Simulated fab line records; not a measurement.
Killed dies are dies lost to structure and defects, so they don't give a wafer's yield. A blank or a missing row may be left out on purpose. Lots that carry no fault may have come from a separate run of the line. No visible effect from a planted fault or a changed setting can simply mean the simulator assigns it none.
fab line records | flow nand_harc
[record] lots = 13 | wafers = 38 | last_day = 34
route steps=1302 shown A_CHANNEL_HOLE_D1@489 A_CHANNEL_FILL_D1@495 A_DECK1_JOINT@518 END@1302
lots that met no fault: taken from a fault-free run of the same line
start_h: hours from the record's opening day to when the first of the lot's shown wafers began | wait_h: hours since the lot's step before | " the same as in the row above | L1.1+2: a single row standing in for several wafers | - no value, or no start given | * or withheld: withheld | < > ~ a bound
route shown NAME@n: a module of which the file shows steps, and the number in the route of the first | usual: the fault-free wafers' mean and standard deviation | same: alike in all rows | chamber/n: place in a boat | sites: the reading at each site | _std_site: standard deviation across them | _edge_site: outer sites' mean less inner sites' | radius_mm: for every site, how far away it sits from the centre of the wafer | mask NAME#n: copy n | behind: the tool/chamber that last shaped the wafer | hold: the reason the lot was held/the length of the hold in hours/how it ended | device: the n, p or np transistor that did not switch | end of line: at the end of the route, the tests of the same wafers | step lacking rows: just its recipe | killed: the dies lost at the first sort to structure and to defects; this is not the yield of the wafer | map: a wafer's dies, marking killed ones x, the rest . and places with no die _
set.NAME: setting as actually run; set.NAME@STEP: the setting as run at that earlier step | model.NAME: the simulator's own value behind a step, which no gauge read
a sample of lots followed through the steps of the route, with each step as a table and each wafer as a row
services: when a tool's chamber went out of use (start_h, in hours from the record's first day, below 0 if earlier), for how many hours, and the reason
[[steps]]
[step NHARC_A_CHANNEL_HOLE_D1_INSPECT_40]
[usual] raw_defect_count = 72/28
lot.wafer | tool              | chamber | start_h | wait_h | raw_defect_count
L183.1    | defect_inspect-02 | -       | 197.74  | -      | 114
L183.2    | "                 | -       | "       | "      | 110
L183.4    | "                 | -       | "       | "      | 114
L185.2    | defect_inspect-02 | -       | 209.88  | -      | 98
L185.5    | "                 | -       | "       | "      | 126
L185.6    | "                 | -       | "       | "      | 89
L184.1    | defect_inspect-02 | -       | 213.75  | -      | 57
L184.2    | "                 | -       | "       | "      | 62
L184.6    | "                 | -       | "       | "      | 38
L189.3    | defect_inspect-02 | -       | 268.42  | -      | 47
L189.5    | "                 | -       | "       | "      | 51
L189.6    | "                 | -       | "       | "      | 42
L191.2    | defect_inspect-01 | -       | 281.03  | -      | 46
L191.5    | "                 | -       | "       | "      | 48
L191.6    | "                 | -       | "       | "      | 77
L192.1    | defect_inspect-01 | -       | 285.71  | -      | 102
L192.2    | "                 | -       | "       | "      | 104
L192.4    | "                 | -       | "       | "      | 92
L196.3    | defect_inspect-02 | -       | 327.85  | -      | 63
L196.5    | "                 | -       | "       | "      | 86
L196.6    | "                 | -       | "       | "      | 67
L198.4    | defect_inspect-01 | -       | 352.21  | -      | 75
L198.5    | "                 | -       | "       | "      | 75
L200.4    | defect_inspect-02 | -       | 361.94  | -      | 41
L200.5    | "                 | -       | "       | "      | 52
L200.6    | "                 | -       | "       | "      | 54
L201.1    | defect_inspect-02 | -       | 379.05  | -      | 75
L201.3    | "                 | -       | "       | "      | 75
L201.4    | "                 | -       | "       | "      | 55
L203.4    | defect_inspect-01 | -       | 399.50  | -      | 46
L203.5    | "                 | -       | "       | "      | 72
L203.6    | "                 | -       | "       | "      | 40
L204.2    | defect_inspect-02 | -       | 422.42  | -      | 81
L204.3    | "                 | -       | "       | "      | 58
L204.6    | "                 | -       | "       | "      | 57
L205.2    | defect_inspect-02 | -       | 423.47  | -      | 32
L205.3    | "                 | -       | "       | "      | 41
L205.5    | "                 | -       | "       | "      | 43
[step NHARC_A_CHANNEL_FILL_D1_ALD_15]
[recipe] target_thk_a = 20 | pulse_time_s = 60 | ald_cycles = 19 | temp_c = 630 | pressure_torr = 2 | material = SiNx
[usual] precursor_pulse_height_rel = 0.998/0.019
lot.wafer | tool             | chamber | start_h | wait_h | precursor_pulse_height_rel
L183.1    | ald_sin_batch-02 | 0       | -       | -      | 1.034
L183.2    | "                | 0       | "       | "      | 0.959
L183.4    | "                | 0       | "       | "      | 0.998
L185.2    | ald_sin_batch-02 | 0       | -       | -      | 0.976
L185.5    | "                | 0       | "       | "      | 0.999
L185.6    | "                | 0       | "       | "      | 1.024
L184.1    | ald_sin_batch-01 | 0       | -       | -      | 1.002
L184.2    | "                | 0       | "       | "      | 1.011
L184.6    | "                | 0       | "       | "      | 1.005
L189.3    | ald_sin_batch-01 | 0       | -       | -      | 1.031
L189.5    | "                | 0       | "       | "      | 1.001
L189.6    | "                | 0       | "       | "      | 0.978
L191.2    | ald_sin_batch-03 | 0       | -       | -      | 1.014
L191.5    | "                | 0       | "       | "      | 0.982
L191.6    | "                | 0       | "       | "      | 0.965
L192.1    | ald_sin_batch-02 | 0       | -       | -      | 0.999
L192.2    | "                | 0       | "       | "      | 0.977
L192.4    | "                | 0       | "       | "      | 1.015
L196.3    | ald_sin_batch-03 | 0       | -       | -      | 0.975
L196.5    | "                | 0       | "       | "      | 0.985
L196.6    | "                | 0       | "       | "      | 0.983
L198.4    | ald_sin_batch-03 | 0       | -       | -      | 0.998
L198.5    | "                | 0       | "       | "      | 1.005
L200.4    | ald_sin_batch-02 | 0       | -       | -      | 1.019
L200.5    | "                | 0       | "       | "      | 0.984
L200.6    | "                | 0       | "       | "      | 0.969
L201.1    | ald_sin_batch-01 | 0       | -       | -      | 1.010
L201.3    | "                | 0       | "       | "      | 0.974
L201.4    | "                | 0       | "       | "      | 0.971
L203.4    | ald_sin_batch-02 | 0       | -       | -      | 1.009
L203.5    | "                | 0       | "       | "      | 1.009
L203.6    | "                | 0       | "       | "      | 1.044
L204.2    | ald_sin_batch-03 | 0       | -       | -      | 0.985
L204.3    | "                | 0       | "       | "      | 0.990
L204.6    | "                | 0       | "       | "      | 0.986
L205.2    | ald_sin_batch-03 | 0       | -       | -      | 1.002
L205.3    | "                | 0       | "       | "      | 0.971
L205.5    | "                | 0       | "       | "      | 0.983
[step NHARC_A_CHANNEL_FILL_D1_ETCHBACK_08]
[recipe] target_depth_a = 2200 | time_s = 110 | c4f8_flow_sccm = 20 | ar_flow_sccm = withheld | rf_w = 600 | bias_w = 300 | chemistry = C4F8
[usual] oes_product_au = 0.97/0.034 | rf_vpp_V = 440.9/2.5
[same] time_s = 110
lot.wafer | tool        | chamber | start_h | wait_h | oes_product_au | rf_hours_counter_h | rf_vpp_V
L183.4    | rie_diel-02 | 2       | -       | -      | 0.99           | 1.6                | 444.1
L183.1    | "           | 0       | "       | "      | 0.99           | 2.1                | 438.6
L183.2    | "           | 1       | "       | "      | 0.99           | 1.9                | 437.2
L185.2    | rie_diel-02 | 1       | -       | -      | 0.95           | 2.1                | 437.5
L185.5    | "           | 0       | "       | "      | 0.96           | -                  | 437.2
L185.6    | "           | 1       | "       | "      | 0.95           | -                  | 439.0
L184.1    | rie_diel-02 | 0       | -       | -      | 0.98           | 2.4                | 437.8
L184.2    | "           | 1       | "       | "      | 0.97           | 2.2                | 437.0
L184.6    | "           | 3       | "       | "      | 0.97           | -                  | 442.7
L189.3    | rie_diel-02 | 3       | -       | -      | 1.00           | 6.2                | 441.6
L189.5    | "           | 2       | "       | "      | 0.99           | -                  | 444.6
L189.6    | "           | 3       | "       | "      | 0.99           | -                  | 443.1
L191.2    | rie_diel-08 | 2       | -       | -      | 0.93           | 4.2                | 438.8
L191.5    | "           | 1       | "       | "      | 0.92           | -                  | 438.6
L191.6    | "           | 2       | "       | "      | 0.92           | -                  | 438.6
L192.2    | rie_diel-08 | 0       | -       | -      | 0.92           | 6.2                | 441.1
L192.4    | "           | 1       | "       | "      | 0.93           | 3.9                | 439.6
L192.1    | "           | 2       | "       | "      | 0.93           | 4.3                | 438.4
L196.3    | rie_diel-02 | 2       | -       | -      | 0.91           | 8.8                | 442.4
L196.6    | "           | 1       | "       | "      | 0.92           | -                  | 437.6
L196.5    | "           | 2       | "       | "      | 0.92           | -                  | 444.6
L198.4    | rie_diel-03 | 2       | -       | -      | 0.99           | -                  | 441.7
L198.5    | "           | 1       | "       | "      | 0.99           | -                  | 445.0
L200.4    | rie_diel-03 | 3       | -       | -      | 0.94           | -                  | 440.8
L200.5    | "           | 1       | "       | "      | 0.93           | -                  | 445.9
L200.6    | "           | 2       | "       | "      | 0.91           | -                  | 443.5
L201.4    | rie_diel-03 | 3       | -       | -      | 0.93           | 7.3                | 440.2
L201.3    | "           | 0       | "       | "      | 0.93           | 7.2                | 442.3
L201.1    | "           | 1       | "       | "      | 0.92           | 7.0                | 444.2
L203.4    | rie_diel-02 | 0       | -       | -      | 1.01           | 2.5                | 438.0
L203.5    | "           | 1       | "       | "      | 1.01           | -                  | 436.4
L203.6    | "           | 2       | "       | "      | 0.99           | -                  | 444.7
L205.3    | rie_diel-02 | 0       | -       | -      | 1.00           | 3.9                | 437.3
L205.2    | "           | 2       | "       | "      | 0.98           | 2.9                | 442.7
L205.5    | "           | 0       | "       | "      | 0.99           | -                  | 437.2
L204.3    | rie_diel-08 | 2       | -       | -      | 0.99           | 4.1                | 438.4
L204.2    | "           | 3       | "       | "      | 1.00           | 4.0                | 444.9
L204.6    | "           | 1       | "       | "      | 1.02           | -                  | 438.2
[step NHARC_A_DECK1_JOINT_ETCHBACK_07]
[recipe] target_depth_a = 1050 | time_s = 26.9 | hbr_flow_sccm = 150 | rf_w = 350 | icp_w = 350 | bias_w = 60 | chemistry = HBr
[usual] drypump_motor_current_A = 5.69/0.28 | oes_product_au = 1.003/0.011 | throttle_valve_pct = 23.266/0.0092
[same] time_s = 26.9
lot.wafer | tool      | chamber | start_h | wait_h | drypump_motor_current_A | oes_product_au | rf_hours_counter_h | throttle_valve_pct
L183.4    | rie_si-01 | 1       | 248.40  | 0.1    | 5.94                    | 1.012          | 0.3                | 23.270
L183.2    | "         | 2       | "       | "      | 5.58                    | 0.981          | 0.2                | 23.264
L183.1    | "         | 3       | "       | "      | 5.21                    | 0.985          | 0.3                | 23.272
L185.2    | rie_si-01 | 2       | 260.03  | 0.1    | 5.57                    | 0.981          | 0.3                | 23.263
L185.6    | "         | 0       | "       | "      | 5.78                    | 1.002          | -                  | 23.266
L185.5    | "         | 1       | "       | "      | 5.91                    | 1.021          | -                  | 23.276
L184.1    | rie_si-04 | 1       | 262.87  | 0.1    | 6.09                    | 1.009          | 0.6                | 23.263
L184.2    | "         | 3       | "       | "      | 5.35                    | 1.008          | 0.5                | 23.262
L184.6    | "         | 0       | "       | "      | 5.50                    | 1.007          | -                  | 23.249
L189.3    | rie_si-04 | 0       | 316.83  | 0.1    | 5.52                    | 0.995          | 0.9                | 23.257
L189.6    | "         | 3       | "       | "      | 5.34                    | 0.998          | -                  | 23.269
L189.5    | "         | 0       | "       | "      | 5.54                    | 1.004          | -                  | 23.290
L191.2    | rie_si-01 | 2       | 331.88  | 0.1    | 5.59                    | 0.989          | 0.8                | 23.264
L191.5    | "         | 2       | "       | "      | 5.60                    | 0.996          | -                  | 23.260
L191.6    | "         | 3       | "       | "      | 5.22                    | 1.008          | -                  | 23.278
L192.2    | rie_si-04 | 1       | 337.17  | 0.1    | 6.08                    | 1.014          | 1.1                | 23.286
L192.4    | "         | 2       | "       | "      | 6.00                    | 0.998          | 1.1                | 23.280
L192.1    | "         | 0       | "       | "      | 5.51                    | 1.004          | 1.0                | 23.265
L196.3    | rie_si-04 | 1       | 376.05  | 0.1    | 6.10                    | 1.018          | 0.1                | 23.268
L196.6    | "         | 0       | "       | "      | 5.51                    | 1.030          | -                  | 23.269
L196.5    | "         | 1       | "       | "      | 6.07                    | 1.387          | -                  | 23.261
L198.4    | rie_si-04 | 2       | 400.87  | 0.1    | 5.98                    | 0.997          | 0.4                | 23.254
L198.5    | "         | 1       | "       | "      | 6.10                    | 1.387          | -                  | 23.261
L200.4    | rie_si-06 | 3       | 410.97  | 0.1    | 5.79                    | 0.996          | 1.1                | 23.267
L200.5    | "         | 2       | "       | "      | 5.84                    | 1.001          | -                  | 23.260
L200.6    | "         | 3       | "       | "      | 5.78                    | 0.996          | -                  | 23.258
L201.4    | rie_si-01 | 0       | 433.17  | 0.1    | 5.78                    | 1.029          | 0.3                | 23.263
L201.3    | "         | 1       | "       | "      | 5.92                    | 0.999          | 0.3                | 23.255
L201.1    | "         | 3       | "       | "      | 5.23                    | 1.003          | 0.3                | 23.275
L203.6    | rie_si-04 | 1       | 453.66  | 0.1    | 6.11                    | 1.001          | -                  | 23.260
L203.4    | "         | 2       | "       | "      | 5.97                    | 1.016          | -                  | 23.263
L203.5    | "         | 0       | "       | "      | 5.53                    | 1.025          | -                  | 23.257
L204.3    | rie_si-01 | 2       | 472.20  | 0.1    | 5.58                    | 0.986          | 0.5                | 23.268
L204.2    | "         | 0       | "       | "      | 5.77                    | 1.020          | 0.7                | 23.274
L204.6    | "         | 3       | "       | "      | 5.22                    | 1.011          | -                  | 23.272
L205.2    | rie_si-04 | 3       | 472.22  | 0.1    | 5.39                    | 0.993          | 0.8                | 23.279
L205.3    | "         | 0       | "       | "      | 5.53                    | 1.009          | 0.7                | 23.276
L205.5    | "         | 2       | "       | "      | 5.98                    | 1.006          | -                  | 23.255
[step NHARC_END_SORT_01]
[recipe] temp_c = 25
[usual] killed_at_array = 64/16 | killed_at_other = 1.0/1.1 | killed_at_periphery = 3.5/2.3 | killed_dies = 69/17 | killed_open = 3.2/1.6 | killed_short = 2.4/1.6
[same] gross_dies = 677
lot.wafer | tool      | chamber | start_h | wait_h | killed_at_array | killed_at_other | killed_at_periphery | killed_dies | killed_open | killed_short
L183.1    | prober-01 | 0       | 575.84  | 2.5    | 77              | 1               | 8                   | 86          | 5           | 3
L183.2    | prober-01 | 0       | 576.64  | 2.8    | 100             | 2               | 8                   | 110         | 3           | 3
L183.4    | prober-01 | 0       | 578.24  | 3.4    | 88              | 0               | 5                   | 93          | 2           | 2
L192.1    | prober-02 | 0       | 664.10  | 2.5    | 59              | 2               | 4                   | 65          | 5           | 1
L192.2    | prober-02 | 0       | 664.90  | 2.8    | 54              | 2               | 6                   | 62          | 6           | 2
L192.4    | prober-02 | 0       | 666.50  | 3.4    | 64              | 1               | 2                   | 67          | 1           | 0
L198.4    | prober-02 | 0       | 726.81  | 3.4    | 78              | 1               | 1                   | 80          | 3           | 4
L198.5    | prober-02 | 0       | 727.62  | 3.7    | 60              | 0               | 8                   | 68          | 1           | 3
L200.4    | prober-01 | 0       | 754.24  | 3.4    | 31              | 3               | 1                   | 35          | 4           | 1
L200.5    | prober-01 | 0       | 755.04  | 3.7    | 33              | 3               | 3                   | 39          | 4           | 1
L200.6    | prober-01 | 0       | 755.83  | 4.0    | 35              | 0               | 2                   | 37          | 2           | 1
L201.1    | prober-01 | 0       | 762.39  | 2.5    | 69              | 0               | 1                   | 70          | 2           | 2
L201.3    | prober-01 | 0       | 763.97  | 3.1    | 54              | 0               | 1                   | 55          | 4           | 3
L201.4    | prober-01 | 0       | 764.76  | 3.4    | 62              | 1               | 3                   | 66          | 6           | 5
L203.4    | prober-01 | 0       | 774.72  | 3.4    | 78              | 1               | 4                   | 83          | 2           | 1
L203.5    | prober-01 | 0       | 775.53  | 3.8    | 77              | 2               | 6                   | 85          | 3           | 4
L203.6    | prober-01 | 0       | 776.34  | 4.1    | 79              | 1               | 4                   | 84          | 6           | 3
L204.2    | prober-02 | 0       | 811.42  | 2.8    | 84              | 0               | 4                   | 88          | 3           | 1
L204.3    | prober-02 | 0       | 812.22  | 3.1    | 55              | 1               | 0                   | 56          | 2           | 1
L204.6    | prober-02 | 0       | 814.62  | 4.0    | 69              | 1               | 2                   | 72          | 0           | 4
// killed by level:class
L183.1 A_CHANNEL_HOLE_D2:chamber_film_flake=29 A_SLIT:chamber_film_flake=22 A_CHANNEL_HOLE_D1:chamber_film_flake=19 P_GATE:chamber_film_flake=4 A_ONON_D2:geometric_particle:short=2 P_M0:chamber_film_flake=2 P_GATE:geometric_particle:open=1 P_M0:geometric_particle:open=1
L183.2 A_CHANNEL_HOLE_D1:chamber_film_flake=33 A_SLIT:chamber_film_flake=33 A_CHANNEL_HOLE_D2:chamber_film_flake=20 P_GATE:chamber_film_flake=5 A_STAIRCASE:chamber_film_flake=5 A_DECK1_JOINT:chamber_film_flake=3 THIN_TSV:chamber_film_flake=2 P_CONTACT:geometric_particle:open=1
L183.4 A_SLIT:chamber_film_flake=32 A_CHANNEL_HOLE_D1:chamber_film_flake=27 A_CHANNEL_HOLE_D2:chamber_film_flake=21 P_GATE:chamber_film_flake=5 A_DECK1_JOINT:chamber_film_flake=3 A_CHANNEL_HOLE_D1:geometric_particle:open=1 A_CHANNEL_HOLE_D1:geometric_particle:short=1 A_M0:geometric_particle:open=1
L192.1 A_CHANNEL_HOLE_D1:chamber_film_flake=33 A_CHANNEL_HOLE_D2:chamber_film_flake=18 P_GATE:chamber_film_flake=2 A_SLIT:chamber_film_flake=2 THIN_TSV:chamber_film_flake=2 P_M2:geometric_particle:open=1 A_DECK1_JOINT:geometric_particle:open=1 A_ONON_D2:geometric_particle:short=1
L192.2 A_CHANNEL_HOLE_D1:chamber_film_flake=32 A_CHANNEL_HOLE_D2:chamber_film_flake=15 A_SLIT:chamber_film_flake=2 THIN_TSV:chamber_film_flake=2 P_STI:geometric_particle:open=1 P_CONTACT:geometric_particle:open=1 P_M0:geometric_particle:short=1 P_M0:geometric_particle:open=1
L192.4 A_CHANNEL_HOLE_D1:chamber_film_flake=32 A_CHANNEL_HOLE_D2:chamber_film_flake=21 A_M1:chamber_film_flake=4 A_SLIT:chamber_film_flake=3 A_WL_FILL:chamber_film_flake=2 A_WL_FILL:geometric_particle:open=1 P_ZERO_WELL:chamber_film_flake=1 P_GATE:chamber_film_flake=1
L198.4 A_SLIT:chamber_film_flake=36 A_CHANNEL_HOLE_D2:chamber_film_flake=21 A_STAIRCASE:chamber_film_flake=6 A_CHANNEL_HOLE_D1:chamber_film_flake=4 A_CONTACT:chamber_film_flake=3 A_ONON_D2:geometric_particle:open=2 A_ONON_D2:geometric_particle:short=1 A_WL_FILL:geometric_particle:short=1
L198.5 A_SLIT:chamber_film_flake=21 A_CHANNEL_HOLE_D2:chamber_film_flake=20 A_CHANNEL_HOLE_D1:chamber_film_flake=8 P_CONTACT:chamber_film_flake=4 A_CHANNEL_FILL_D1:geometric_particle:short=3 P_STI:chamber_film_flake=3 A_CONTACT:chamber_film_flake=3 A_STAIRCASE:chamber_film_flake=2
L200.4 A_CHANNEL_HOLE_D1:chamber_film_flake=12 A_SLIT:chamber_film_flake=7 A_CONTACT:chamber_film_flake=4 THIN_TSV:chamber_film_flake=3 A_M0:geometric_particle:open=2 A_M1:chamber_film_flake=2 P_STI:geometric_particle:short=1 A_ONON_D2:geometric_particle:open=1
L200.5 A_CHANNEL_HOLE_D1:chamber_film_flake=13 A_CONTACT:chamber_film_flake=11 A_SLIT:chamber_film_flake=5 THIN_TSV:chamber_film_flake=3 P_GATE:geometric_particle:open=1 A_CONTACT:geometric_particle:open=1 A_CONTACT:geometric_particle:short=1 A_BLC:geometric_particle:open=1
L200.6 A_CHANNEL_HOLE_D1:chamber_film_flake=13 A_SLIT:chamber_film_flake=8 A_STAIRCASE:chamber_film_flake=4 A_CONTACT:chamber_film_flake=2 A_M1:chamber_film_flake=2 A_ONON_D2:geometric_particle:open=1 A_CHANNEL_HOLE_D2:geometric_particle:short=1 A_M0:geometric_particle:open=1
L201.1 A_CHANNEL_HOLE_D2:chamber_film_flake=23 A_CHANNEL_HOLE_D1:chamber_film_flake=19 A_CONTACT:chamber_film_flake=6 A_SLIT:chamber_film_flake=4 A_STAIRCASE:chamber_film_flake=4 A_CHANNEL_FILL_D2:chamber_film_flake=3 A_WL_FILL:chamber_film_flake=3 A_BLC:geometric_particle:open=2
L201.3 A_CHANNEL_HOLE_D2:chamber_film_flake=20 A_SLIT:chamber_film_flake=7 A_STAIRCASE:chamber_film_flake=6 A_CHANNEL_HOLE_D1:chamber_film_flake=5 A_DECK1_JOINT:geometric_particle:short=2 A_M0:geometric_particle:open=2 A_ZERO_WELL:chamber_film_flake=2 A_CHANNEL_FILL_D2:chamber_film_flake=2
L201.4 A_CHANNEL_HOLE_D2:chamber_film_flake=19 A_CHANNEL_HOLE_D1:chamber_film_flake=11 A_SLIT:chamber_film_flake=7 A_STAIRCASE:chamber_film_flake=6 A_CHANNEL_FILL_D2:chamber_film_flake=4 A_CHANNEL_FILL_D1:geometric_particle:open=2 A_WL_FILL:chamber_film_flake=2 A_CONTACT:chamber_film_flake=2
L203.4 A_SLIT:chamber_film_flake=26 A_CHANNEL_HOLE_D2:chamber_film_flake=23 A_CHANNEL_HOLE_D1:chamber_film_flake=11 A_CONTACT:chamber_film_flake=10 P_ZERO_WELL:chamber_film_flake=3 A_STAIRCASE:chamber_film_flake=3 A_WL_FILL:chamber_film_flake=2 A_ONON_D2:geometric_particle:open=1
L203.5 A_SLIT:chamber_film_flake=31 A_CHANNEL_HOLE_D2:chamber_film_flake=18 A_CHANNEL_HOLE_D1:chamber_film_flake=13 A_CONTACT:chamber_film_flake=7 A_CHANNEL_FILL_D2:geometric_particle:short=2 P_ZERO_WELL:chamber_film_flake=2 A_STAIRCASE:chamber_film_flake=2 THIN_TSV:chamber_film_flake=2
L203.6 A_SLIT:chamber_film_flake=24 A_CHANNEL_HOLE_D2:chamber_film_flake=19 A_CONTACT:chamber_film_flake=15 A_CHANNEL_HOLE_D1:chamber_film_flake=9 A_STAIRCASE:chamber_film_flake=4 A_WL_FILL:chamber_film_flake=3 P_CONTACT:geometric_particle:open=2 A_ONON_D2:geometric_particle:short=2
L204.2 A_CHANNEL_HOLE_D2:chamber_film_flake=30 A_CHANNEL_HOLE_D1:chamber_film_flake=27 A_SLIT:chamber_film_flake=8 A_CONTACT:chamber_film_flake=6 A_STAIRCASE:chamber_film_flake=5 A_WL_FILL:chamber_film_flake=4 P_ZERO_WELL:chamber_film_flake=2 P_M1:geometric_particle:open=1
L204.3 A_CHANNEL_HOLE_D2:chamber_film_flake=14 A_CHANNEL_HOLE_D1:chamber_film_flake=13 A_SLIT:chamber_film_flake=8 A_STAIRCASE:chamber_film_flake=6 A_WL_FILL:chamber_film_flake=5 A_CONTACT:chamber_film_flake=5 A_BLC:geometric_particle:short=1 A_BLC:geometric_particle:open=1
L204.6 A_CHANNEL_HOLE_D2:chamber_film_flake=28 A_SLIT:chamber_film_flake=12 A_STAIRCASE:chamber_film_flake=9 A_CHANNEL_HOLE_D1:chamber_film_flake=7 A_CONTACT:chamber_film_flake=5 A_CHANNEL_FILL_D2:chamber_film_flake=2 A_WL_FILL:chamber_film_flake=2 P_M1:geometric_particle:short=1
[[services]]
tool             | chamber | start_h | hours | kind
rie_diel-08      | 0       | 187.36  | 3.4   | repair
rie_diel-08      | -       | 190.80  | 9.0   | pm
rie_diel-02      | 0       | 192.96  | 6.3   | repair
rie_si-01        | -       | 193.00  | 9.0   | pm
rie_diel-08      | 3       | 208.10  | 12.4  | repair
rie_diel-02      | -       | 216.70  | 9.0   | pm
rie_diel-03      | -       | 217.78  | 1.6   | repair
rie_diel-08      | 1       | 221.72  | 33.3  | repair
ald_sin_batch-03 | -       | 230.12  | 6.0   | repair
rie_diel-08      | 2       | 230.55  | 5.3   | repair
ald_sin_batch-02 | -       | 266.00  | 26.0  | pm
rie_diel-02      | 2       | 277.98  | 14.9  | repair
rie_si-04        | 0       | 288.88  | 2.2   | repair
rie_si-04        | 1       | 297.40  | 9.8   | repair
rie_si-04        | -       | 307.95  | 0.4   | repair
rie_si-04        | -       | 342.00  | 9.0   | pm
rie_diel-08      | 1       | 355.00  | 11.2  | repair
rie_diel-08      | -       | 362.72  | 2.1   | repair
rie_diel-08      | -       | 367.80  | 9.0   | pm
rie_si-01        | -       | 370.00  | 9.0   | pm
ald_sin_batch-01 | -       | 370.41  | 12.8  | repair
rie_diel-02      | -       | 393.70  | 9.0   | pm
rie_si-04        | 3       | 451.98  | 3.9   | repair
rie_diel-02      | 0       | 471.69  | 5.7   | repair
[[key]]
[first_sign] step = NHARC_A_DECK1_JOINT_ETCHBACK_07 | reading = oes_product_au | direction = up | sigmas = 34 | usual = 1.003 | struck = 1.387
effect none on later readings
met_at NHARC_A_DECK1_JOINT_ETCHBACK_07
struck_lots L196,L198
struck_wafers L196.5,L198.5
tester_left_out L196,L198
not_acting_at NHARC_A_CHANNEL_HOLE_D1_INSPECT_40,NHARC_A_CHANNEL_FILL_D1_ALD_15,NHARC_A_CHANNEL_FILL_D1_ETCHBACK_08
onset_between 337.17 376.05
[fault] kind = process_parameter_drift | tool = rie_si-04 | chamber = - | onset_h = 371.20 | steps = NHARC_A_DECK1_JOINT_ETCHBACK_07 | channel = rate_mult | offset = 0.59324 | shape = step | end_h = 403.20 | scope = struck_wafers_only
// tester_left_out: of these lots the tester's yield and bins aren't shown, on N5 and GAA mostly nor the transistor test; their killed dies are dies lost to structure and defects alone, not to doping, threshold or leakage, so they don't give the yield
